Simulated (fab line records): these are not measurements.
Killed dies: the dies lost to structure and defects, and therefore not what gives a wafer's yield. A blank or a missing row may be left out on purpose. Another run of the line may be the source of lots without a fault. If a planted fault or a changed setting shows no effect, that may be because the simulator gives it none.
Which tool is to blame? ; flow nand harc ; 24 lots, 72 wafers sampled, at 1 step of a route of 1159

== WHAT EACH GAUGE READ, for each wafer ==
NHARC_A_BLC_CD_MEAS_19.
lot;measured;on;cd nm (nm)
L074;day 17 02:59;cd sem-01;102.1 97.9 102.1
L077;day 17 18:34;cd sem-01;98.8 96.0 96.7
L075;day 17 19:13;cd sem-02;99.0 100.5 101.0
L076;day 17 22:34;cd sem-01;101.0 100.1 100.6
L078;day 18 00:16;cd sem-03;97.9 97.2 97.3
L080;day 18 19:02;cd sem-03;102.2 103.7 104.3
L079;day 19 05:00;cd sem-01;100.8 102.3 103.0
L081;day 19 10:44;cd sem-02;98.9 99.3 100.4
L083;day 19 13:26;cd sem-01;97.2 96.9 98.0
L084;day 19 19:14;cd sem-03;98.4 96.9 98.2
L082;day 19 20:08;cd sem-03;101.7 101.3 101.5
L087;day 20 09:22;cd sem-01;99.4 99.3 103.1
L085;day 20 10:14;cd sem-01;100.2 100.5 101.5
L086;day 20 16:35;cd sem-01;100.3 99.2 100.6
L089;day 20 16:39;cd sem-03;101.0 102.0 101.2
L090;day 21 12:54;cd sem-01;101.2 102.0 100.4
L088;day 21 16:26;cd sem-03;101.0 99.7 102.4
L091;day 21 23:14;cd sem-01;100.4 99.9 100.5
L092;day 21 23:50;cd sem-02;100.5 97.1 96.3
L094;day 22 10:37;cd sem-03;103.4 100.3 100.5
L093;day 22 13:10;cd sem-02;100.1 102.0 100.5
L095;day 22 22:05;cd sem-03;98.2 94.9 97.6
L096;day 23 14:17;cd sem-02;96.0 99.5 97.1
L097;day 24 13:49;cd sem-03;101.8 104.1 105.7

== EACH LOT AND THE TOOL THAT RAN IT (in order: tool; ch and the chambers of the sampled wafers; start) ==
Record: no process step prior to these readings.

== WHAT THE TOOLS THEMSELVES READ (means of the sampled wafers that have a number; where no wafer has one, the mark that the record gives instead) ==
The record holds no such reading with a usual standard deviation.

== THE ANSWER, worked out from the rows above alone ==
Rule: usual is defined by the lots themselves. The widest of any qualifying gaps counts: lots, ordered by their means at a reading, are off when they make up no more than a third of the lots, leave a main group of 4 or more, and stand apart from it by 3 or more times the standard deviation of that group's means. A main group is skipped when, at the precision printed for the reading in the tables above, its means are all equal. A lot without any number at a reading at which 4 lots or more have one is off too. Where the step has rows for the other lots, those lots are counted as sound. The gauges are gone through in route order, then the tools' own readings, and for those a lot's mean is taken as printed above. The first step at which some lot is off is used, and at that step the reading that is off furthest; a lot without a number counts as furthest.
No lot is off on any of the readings shown, so nothing can be concluded from this.

== WHAT WAS PUT IN BY THE SIMULATOR ==
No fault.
